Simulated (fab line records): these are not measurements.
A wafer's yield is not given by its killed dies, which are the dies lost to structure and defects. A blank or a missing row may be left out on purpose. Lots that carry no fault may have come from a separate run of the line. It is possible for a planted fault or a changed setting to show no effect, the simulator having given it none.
2 desks, one fault | flow n5-finfet | each desk holds nothing but its own numbers, with what lay behind them at the end

== METROLOGY DESK ==
Lot by lot, what the gauges showed, no matter which tool ran the lot: averages of those sampled wafers that carry a number. If a lot's mean is further than 4 standard deviations from the usual mean, the lot is out of limits and carries the mark OUT (the distance appears in the brackets). 7 of its 10 readings are shown, namely those furthest out on some lot.
Columns: A = DIBL_N at N5_BEOL_M4_RC_MEAS_101, usual 35.8 mV/V; B = ION_N at N5_BEOL_M4_RC_MEAS_101, usual 673 uA/um; C = ION_P at N5_BEOL_M4_RC_MEAS_101, usual 462 uA/um; D = SS_N at N5_BEOL_M4_RC_MEAS_101, usual 71.4 mV/dec; E = SS_P at N5_BEOL_M4_RC_MEAS_101, usual 73.2 mV/dec; F = VT_N at N5_BEOL_M4_RC_MEAS_101, usual 250 mV; G = VT_P at N5_BEOL_M4_RC_MEAS_101, usual -250 mV
lot  | first seen here | A    | B   | C   | D    | E    | F   | G
L802 | day 8 01:53     | 34.2 | 680 | 469 | 70.6 | 72.5 | 250 | -251
L811 | day 10 08:47    | 36.5 | 687 | 471 | 71.9 | 73.2 | 246 | -248
L814 | day 11 00:51    | 34.9 | 687 | 468 | 71.2 | 72.8 | 248 | -248
L813 | day 11 05:16    | 36.0 | 681 | 454 | 72.0 | 73.6 | 248 | -252
L819 | day 12 12:02    | 34.1 | 660 | 458 | 71.1 | 73.3 | 253 | -254
This desk's verdict: no lot among the 5 shows anything out of limits.

== TOOL OWNER'S DESK, ald-sin-01 ==
The tool's own readings at N5_MOL_CONTACT_COAG_ALD_27 (deposits SiOC, target thk 17 nm, pulse time 1.5 s, time 2720 s): means of the sampled wafers that have a number, for each lot that ran on this tool. If a lot's mean is further than 4 standard deviations from the usual mean, the lot is out of limits and carries the mark OUT (the distance appears in the brackets).
Columns: A = heater-power-w at N5_MOL_CONTACT_COAG_ALD_27, usual 838 W; B = precursor-pulse-height-rel at N5_MOL_CONTACT_COAG_ALD_27, usual 1.000; C = run-length-s at N5_MOL_CONTACT_COAG_ALD_27, usual 2769.8 s
lot  | first seen here | A   | B     | C
L802 | day 4 22:55     | 795 | 1.007 | 2769.8
L811 | day 7 06:54     | 802 | 1.004 | 2457.7 (-99 or more) OUT
L813 | day 7 21:31     | 888 | 1.002 | 2457.0 (-99 or more) OUT
L814 | day 8 04:28     | 790 | 1.023 | 2458.0 (-99 or more) OUT
This desk's finding: out of limits on L811, L813, L814; first on L811, day 7 06:54 (run-length-s at N5_MOL_CONTACT_COAG_ALD_27). L802: within limits.

== TAKEN TOGETHER ==
The tool owner's desk had the chance to raise an alarm at day 7 06:54 on L811, L813, L814.
At the metrology desk, nothing out of limits was observed.
The metrology desk holds a record of L811, L813, L814, inside its limits.
Every lot named ran N5_MOL_CONTACT_COAG_ALD_27 on ald-sin-01.

== WHAT THE SIMULATOR PUT IN ==
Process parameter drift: ald-sin-01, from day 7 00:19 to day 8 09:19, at N5_MOL_CONTACT_COAG_ALD_27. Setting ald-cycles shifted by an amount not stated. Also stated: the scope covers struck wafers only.
Lots struck among those shown: L811, L813, L814.
Delay in hours, fault start to first out-of-limits reading, by desk: the tool owner's desk at 7.
